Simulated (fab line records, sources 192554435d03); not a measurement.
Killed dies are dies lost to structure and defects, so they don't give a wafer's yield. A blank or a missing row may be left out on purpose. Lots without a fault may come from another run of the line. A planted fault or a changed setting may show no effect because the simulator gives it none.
Chamber matching | flow n5_finfet | N5_SDB_CMP_30 on cmp-01: 4 sister chambers
The step polishes, stops on poly-Si, t overpolish 1.54 s, target thk 30 nm. 8 wafers are shown with their chamber, then 7 later ones without.

WAFERS WITH THEIR CHAMBER
wafer  | chamber | motor_current_A (A) | head_pressure_psi (psi)
L081.6 | 1       | 12.3                | 4.160
L091.3 | 2       | 15.4                | 4.172
L091.6 | 0       | 14.0                | 4.142
L093.1 | 3       | 11.8                | 4.149
L093.4 | 2       | 16.1                | 4.165
L093.6 | 3       | 11.7                | 4.155
L094.1 | 0       | 14.2                | 4.154
L094.2 | 1       | 11.6                | 4.161

WAFERS WITHOUT THEIR CHAMBER
wafer  | motor_current_A (A) | head_pressure_psi (psi)
L094.3 | 15.3                | 4.141
L096.1 | 15.6                | 4.144
L096.3 | 13.3                | 4.145
L096.5 | 13.3                | 4.148
L097.3 | 15.5                | 4.147
L097.4 | 13.8                | 4.151
L097.6 | 12.1                | 4.146

WHICH CHAMBER EACH WENT THROUGH
wafer  | from the rows above     | in truth
L094.3 | can't be placed: 0 or 2 | 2
L096.1 | can't be placed: 0 or 2 | 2
L096.3 | 0                       | 0
L096.5 | 0                       | 0
L097.3 | can't be placed: 0 or 2 | 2
L097.4 | 0                       | 0
L097.6 | can't be placed: 3 or 1 | 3
Placed correctly: 3 of 7. Can't be placed from these rows: 4 (the true chamber is among the candidates in 4). Placed wrongly: 0.
How it was worked out, from the rows above alone: a wafer's distance from a chamber is the root of the sum, over the readings, of the square of ((its reading less the chamber's mean) divided by the reading's scatter). The wafer belongs to the nearest chamber; if the next one is less than 2 further off, it can't be placed. A chamber's mean is the mean of its shown wafers. The scatter: the root of (the sum of the squares of (reading less its chamber's mean) over the shown wafers, divided by (wafers less chambers)).
